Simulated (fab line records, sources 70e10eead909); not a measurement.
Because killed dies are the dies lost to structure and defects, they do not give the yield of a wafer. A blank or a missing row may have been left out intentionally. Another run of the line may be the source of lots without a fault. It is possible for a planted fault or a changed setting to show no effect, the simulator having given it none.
What tool caused it? :: flow nand_harc :: 18 wafers from 6 lots sampled at 3 of the route's 1159 steps

== WHAT EACH GAUGE READ, for each wafer ==
NHARC_END_SORT_01.
lot: L811
measured: day 19 11:17
on: prober-01
sort_bin_2_pct (%): 0.9 1.0 1.5

lot: L812
measured: day 20 03:02
on: prober-01
sort_bin_2_pct (%): 1.6 1.9 1.8

lot: L817
measured: day 20 15:04
on: prober-02
sort_bin_2_pct (%): 2.2 1.3 1.9

lot: L825
measured: day 23 03:07
on: prober-01
sort_bin_2_pct (%): 1.3 0.7 0.4

lot: L826
measured: day 24 00:28
on: prober-01
sort_bin_2_pct (%): 1.0 2.1 2.2

lot: L831
measured: day 24 23:00
on: prober-02
sort_bin_2_pct (%): 2.4 3.1 1.3

== EACH LOT AND THE TOOL THAT RAN IT (in order: tool; ch and the chambers of the sampled wafers; start) ==
lot: L811
NHARC_A_M0_PVD_21: pvd_sputter-01, day 17 18:14
NHARC_THIN_TSV_PRE_CLEAN_50: pvd_sputter-01, day 19 11:17 or earlier

lot: L812
NHARC_A_M0_PVD_21: pvd_sputter-01, day 18 04:59
NHARC_THIN_TSV_PRE_CLEAN_50: pvd_sputter-03, day 20 03:02 or earlier

lot: L817
NHARC_A_M0_PVD_21: pvd_sputter-02, day 18 23:31
NHARC_THIN_TSV_PRE_CLEAN_50: pvd_sputter-02, day 20 15:04 or earlier

lot: L825
NHARC_A_M0_PVD_21: pvd_sputter-03, day 21 09:13
NHARC_THIN_TSV_PRE_CLEAN_50: pvd_sputter-02, day 23 03:07 or earlier

lot: L826
NHARC_A_M0_PVD_21: pvd_sputter-02, day 22 06:12
NHARC_THIN_TSV_PRE_CLEAN_50: pvd_sputter-01, day 24 00:28 or earlier

lot: L831
NHARC_A_M0_PVD_21: pvd_sputter-03, day 22 23:36
NHARC_THIN_TSV_PRE_CLEAN_50: pvd_sputter-02, day 24 23:00 or earlier
- NHARC_A_M0_PVD_21: deposits Cu, target thk 30 nm, time 20.49 s.
- NHARC_THIN_TSV_PRE_CLEAN_50: time 30 s.

== THE ANSWER, worked out from the rows above alone ==
Rule: what is usual is taken from the lots themselves. Put in order of their means at a reading, lots are off if they are a third of the lots or fewer, leave a main group of 4 or more, and stand apart from it by a gap of 3 or more times the standard deviation of the main group's means; of several such gaps the widest counts. A main group whose means are all the same, to the digits that the tables above print for the reading, isn't used. A lot without any number at a reading at which 4 lots or more have one is off too. Any other lot the step has rows for is counted as sound.
No lot is off on any of the readings shown, so nothing can be concluded from this.

== WHAT WAS PUT IN BY THE SIMULATOR ==
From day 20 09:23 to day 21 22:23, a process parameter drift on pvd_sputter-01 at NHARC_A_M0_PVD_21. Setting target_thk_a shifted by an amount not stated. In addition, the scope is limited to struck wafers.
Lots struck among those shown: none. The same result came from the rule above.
